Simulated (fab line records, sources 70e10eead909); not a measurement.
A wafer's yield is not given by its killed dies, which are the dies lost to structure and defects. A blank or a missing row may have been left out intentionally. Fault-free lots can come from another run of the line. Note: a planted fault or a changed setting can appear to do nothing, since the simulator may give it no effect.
Which of the tools did it? -- flow nand-harc -- 6 lots, 18 wafers sampled, at 5 steps of a route of 1302

== WHAT THE GAUGES SHOWED, per wafer ==
NHARC_END_SORT_01.
lot,measured,on,killed-at-array
L104,day 33 04:25,prober-01,77 81 70

== EACH LOT AND THE TOOL THAT RAN IT (in order: tool; ch and the chambers of the sampled wafers; start) ==
lot,NHARC_A_STAIRCASE_HM_OPEN_463,NHARC_A_STAIRCASE_ETCH_315,NHARC_A_STAIRCASE_DEP_151,NHARC_A_STAIRCASE_EXPOSE_438
L985,"rie-diel-05 ch 0,1,3, day 18 01:23 or earlier","rie-diel-05 ch 0,2,3, day 18 01:23 or earlier","pecvd-03 ch 0,2, day 18 01:23","krf-scanner-02 ch 0, day 19 01:14"
L990,"rie-diel-13 ch 0,1, day 19 19:00 or earlier","rie-diel-13 ch 2,3, day 19 19:00 or earlier","pecvd-01 ch 0,1,2, day 19 19:00","krf-scanner-03 ch 0, day 20 18:36"
L995,"rie-diel-05 ch 1,2, day 22 03:37 or earlier","rie-diel-05 ch 2,3, day 22 03:37 or earlier","pecvd-03 ch 0,1,2, day 22 03:37","krf-scanner-03 ch 0, day 23 09:40"
L999,"rie-diel-07 ch 0,1,3, day 23 07:15 or earlier","rie-diel-07 ch 1,3, day 23 07:15 or earlier","pecvd-01 ch 0,1,2, day 23 07:15","krf-scanner-02 ch 0, day 24 06:51"
L104,"rie-diel-07 ch 1,2,3, day 26 05:14 or earlier","rie-diel-07 ch 0,2,3, day 26 05:14 or earlier","pecvd-01 ch 0,1,2, day 26 05:14","krf-scanner-02 ch 0, day 27 06:58"
L107,"rie-diel-13 ch 1,3, day 27 14:49 or earlier","rie-diel-13 ch 0,1, day 27 14:49 or earlier","pecvd-03 ch 1,2, day 27 14:49","krf-scanner-04 ch 0, day 28 19:20"
- NHARC_A_STAIRCASE_HM_OPEN_463: chemistry O2/COS.
- NHARC_A_STAIRCASE_ETCH_315: etches the open film in C4F8/O2/Ar, target depth 2500 nm, time 607.1 s.
- NHARC_A_STAIRCASE_DEP_151: deposits SiO2, target thk 7200 nm.
- NHARC_A_STAIRCASE_EXPOSE_438: exposes mask STAIR REV.

== THE ANSWER, worked out from the rows above alone ==
Rule: the lots themselves supply what counts as usual. Put in order of their means at a reading, lots are off if they are a third of the lots or fewer, leave a main group of 4 or more, and stand apart from it by a gap of 3 or more times the standard deviation of the main group's means; of several such gaps the widest counts. Not used: any main group whose means are identical at the precision the tables above print for the reading. Also off: a lot with no number at a reading for which 4 or more lots have one. All remaining lots with rows at the step are treated as sound.
No lot is off on any of the readings shown, so nothing can be concluded from this.

== WHAT HAD BEEN PUT IN BY THE SIMULATOR ==
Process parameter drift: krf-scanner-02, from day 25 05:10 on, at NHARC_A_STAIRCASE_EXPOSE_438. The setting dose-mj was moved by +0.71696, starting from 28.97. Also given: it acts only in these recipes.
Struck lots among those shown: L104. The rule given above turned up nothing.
